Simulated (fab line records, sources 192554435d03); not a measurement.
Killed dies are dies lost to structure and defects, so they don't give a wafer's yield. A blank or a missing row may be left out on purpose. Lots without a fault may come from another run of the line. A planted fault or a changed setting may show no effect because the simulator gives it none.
A struck lot beside a sound one | flow n5_finfet | 15 steps out of a route of 1938
Sound: wafers L107.1, L107.3, L107.6. Struck: wafers L111.1, L111.6. The cause comes at the end.
At each step with rows: each side's tool, then ch and its chambers, then its first start. Under that, the readings that differ: sound wafers | struck wafers | difference of the means | sigmas: that difference in standard deviations of wafers without a fault.
alike: readings whose means differ by less than 2 such deviations, and words and numbers that are the same on both sides. not compared: withheld readings, readings that some wafer has no value for, bounds like >300 that may hide the same value, and numbers for which the record gives no deviation and whose values overlap.
The two part at a step that has a row with sigmas, a row that says differs or no value, or rows on one side only. Numbers that don't overlap but have no deviation are shown without sigmas and don't part them. A reading that every wafer of one side lacks parts them only if that side has two wafers or more.

first, 7 steps without rows for these wafers: N5_BEOL_M12_COAT_22 (resist thk 300 nm); N5_BEOL_M12_EBR_24; N5_BEOL_M12_SOFTBAKE_23 (time 60 s); N5_BEOL_M12_EXPOSE_25 (exposes mask M12); N5_BEOL_M12_PEB_26 (peb time 90 s); N5_BEOL_M12_DEVELOP_27 (develop time 45 s); N5_BEOL_M12_HARDBAKE_32 (time 120 s).
N5_BEOL_M12_CD_MEAS_28: target cd 160.2 nm.
  sound on cd_sem-03 ch 0, day 13 05:16; struck on cd_sem-01 ch 0, day 14 11:46
  alike: cd_nm
N5_BEOL_M12_OVL_MEAS_29:
  sound on overlay-01 ch 0, day 13 05:18; struck on overlay-02 ch 0, day 14 11:47
  alike: M12_OVL
N5_BEOL_M12_INSPECT_30: inspects for defects (macro).
  sound on defect_inspect-01, day 13 05:20; struck on defect_inspect-01, day 14 11:49
  alike: raw_defect_count
N5_BEOL_M12_DESCUM_33: chemistry O2, time 7.9 s.
  sound on rie_diel-05 ch 1,2,3, day 13 05:23; struck on rie_diel-01 ch 1,2, day 14 12:08
  alike: chamber_pressure_mTorr, drypump_motor_current_A, oes_product_au, rf_vpp_V, showerhead_plenum_p_Torr, temp_c, throttle_valve_pct
  not compared: rf_hours_counter_h
N5_BEOL_M12_ETCH_67: etches SiARC in CF4, target depth 143 nm, time 238.3 s.
  sound on rie_diel-05 ch 1,2,3, day 13 05:25; struck on rie_diel-01 ch 1,2, day 14 12:11
  alike: chamber_pressure_mTorr, drypump_motor_current_A, etch_rf_on_time_s, oes_product_au, rf_vpp_V, showerhead_plenum_p_Torr, throttle_valve_pct
  not compared: rf_hours_counter_h
N5_BEOL_M12_ETCH_68: etches SOC in N2/H2, time 285 s.
  sound on rie_diel-05 ch 1,2,3, day 13 05:34; struck on rie_diel-01 ch 1,2, day 14 12:19
  reading                                     | sound          | struck    | difference | sigmas
  oes_product_au (a.u.)                       | 0.65 0.69 0.93 | 0.60 0.50 | -0.21      | -2
  model.SiARC_of_BEOL_M12_COAT_66.thk_nm (nm) | 87.2 85.8 86.4 | 96.6 97.2 | +10.4      |
  alike: chamber_pressure_mTorr, drypump_motor_current_A, n2_flow_sccm, rf_vpp_V, showerhead_plenum_p_Torr, temp_c, throttle_valve_pct
  not compared: rf_hours_counter_h
then, 2 steps without rows for these wafers: N5_BEOL_M12_STRIP_69 (strips in N2/H2); N5_PASSIVATION_PROBE_49.

WHERE THEY PART
Only at N5_BEOL_M12_ETCH_68, within this record.

WHY: what the simulator had put in
Process parameter drift: rie_diel-01, from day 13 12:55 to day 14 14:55, at N5_BEOL_M12_ETCH_68. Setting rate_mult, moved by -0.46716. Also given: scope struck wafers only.
